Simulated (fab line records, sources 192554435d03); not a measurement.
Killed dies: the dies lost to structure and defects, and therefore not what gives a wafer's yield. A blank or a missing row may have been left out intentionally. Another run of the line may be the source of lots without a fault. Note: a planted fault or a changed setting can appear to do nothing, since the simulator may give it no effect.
What tool caused it? | flow n5-finfet | 10 lots with 30 wafers sampled at 2 steps, on a route of 1938 steps

## WHAT THE GAUGES READ, wafer by wafer
N5_BEOL_M8_CD_MEAS_18: pitch 80 nm, target cd 40 nm.
lot  | measured     | on        | cd-nm (nm)
L118 | day 9 11:53  | cd-sem-02 | 39.9 39.4 39.9
L119 | day 10 22:13 | cd-sem-02 | 39.4 39.3 40.4
L127 | day 11 21:16 | cd-sem-03 | 40.2 39.9 40.1
L125 | day 12 07:25 | cd-sem-03 | 40.1 40.2 39.6
L131 | day 12 22:18 | cd-sem-01 | 39.1 39.2 39.0
L135 | day 14 20:32 | cd-sem-01 | 39.6 40.1 40.2
L137 | day 15 01:08 | cd-sem-01 | 40.6 40.3 40.8
L138 | day 15 04:04 | cd-sem-02 | 39.7 40.2 39.9
L139 | day 15 09:02 | cd-sem-02 | 40.0 40.2 39.6
L141 | day 16 04:05 | cd-sem-03 | 39.9 39.3 40.2

## TOOL THAT RAN EACH LOT (tool first, then ch and the chambers of the sampled wafers, then the start)
lot  | N5_BEOL_M8_HM_DEP_02
L118 | pvd-sputter-01, day 9 10:50
L119 | pvd-sputter-02, day 10 21:10
L127 | pvd-sputter-01, day 11 20:09
L125 | pvd-sputter-02, day 12 06:08
L131 | pvd-sputter-01, day 12 20:56
L135 | pvd-sputter-03, day 14 19:00
L137 | pvd-sputter-01, day 15 00:13
L138 | pvd-sputter-01, day 15 03:01
L139 | pvd-sputter-03, day 15 07:53
L141 | pvd-sputter-01, day 16 03:02
- N5_BEOL_M8_HM_DEP_02: deposits TiN, target thk 20 nm.

## THE ANSWER, worked out from the rows above alone
Rule: the lots themselves supply what counts as usual. Put in order of their means at a reading, lots are off if they are a third of the lots or fewer, leave a main group of 4 or more, and stand apart from it by a gap of 3 or more times the standard deviation of the main group's means; of several such gaps the widest counts. If all means in a main group match to the digits the tables above print for the reading, that group is not used. A lot without any number at a reading at which 4 lots or more have one is off too. The other lots that the step has rows for count as sound.
No lot is off at any reading shown: from this, nothing can be told.

## WHAT THE SIMULATOR HAD INSERTED
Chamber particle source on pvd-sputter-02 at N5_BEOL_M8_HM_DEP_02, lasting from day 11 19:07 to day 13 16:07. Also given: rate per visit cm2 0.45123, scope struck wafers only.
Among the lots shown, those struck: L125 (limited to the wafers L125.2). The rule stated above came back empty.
